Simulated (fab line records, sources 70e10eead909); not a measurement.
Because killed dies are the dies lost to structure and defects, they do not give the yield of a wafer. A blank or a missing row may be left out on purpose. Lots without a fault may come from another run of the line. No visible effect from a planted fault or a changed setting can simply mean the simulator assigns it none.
Chamber matching | flow nand harc | 4 sister chambers for NHARC_A_WL_FILL_ALD_02 on ald metal-03
The step deposits TiN, target thk 2 nm, pulse time 3 s, ald cycles 100. 4 wafers are shown with their chamber, then 7 later ones without.

== WAFERS, EACH WITH ITS CHAMBER ==
wafer  | chamber | heater power w (W)
L090.2 | 2       | 1019
L090.3 | 1       | 1068
L093.1 | 3       | 1077
L093.2 | 0       | 1031

== WAFERS WHOSE CHAMBER IS MISSING ==
wafer  | heater power w (W)
L093.4 | 983
L094.1 | 1062
L094.2 | 1038
L094.4 | 1025
L096.1 | 1047
L096.3 | 1075
L096.5 | 1030

== EACH ONE'S CHAMBER ==
wafer  | from the rows above               | in truth
L093.4 | can't be placed: 2 or 0           | 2
L094.1 | can't be placed: 1 or 3 or 0      | 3
L094.2 | can't be placed: 0 or 2 or 1      | 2
L094.4 | can't be placed: 0 or 2           | 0
L096.1 | can't be placed: 0 or 1 or 2 or 3 | 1
L096.3 | can't be placed: 3 or 1           | 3
L096.5 | can't be placed: 0 or 2           | 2
Correct placement for 0 of the 7. From these rows, 7 cannot be placed; in 7 the true chamber is one of the candidates. 0 placed wrongly.
How it was worked out, from the rows above alone: a wafer's distance from a chamber is the root of the sum, over the readings, of the square of ((its reading less the chamber's mean) divided by the reading's scatter). If the next closest chamber is less than 2 further off than the closest, the wafer can't be placed; otherwise it belongs to the closest. For every chamber, the mean is computed from those of its wafers that are shown. The scatter: with one shown wafer a chamber, the root of the mean of the squares of how far each hidden wafer lies from its nearest shown one.
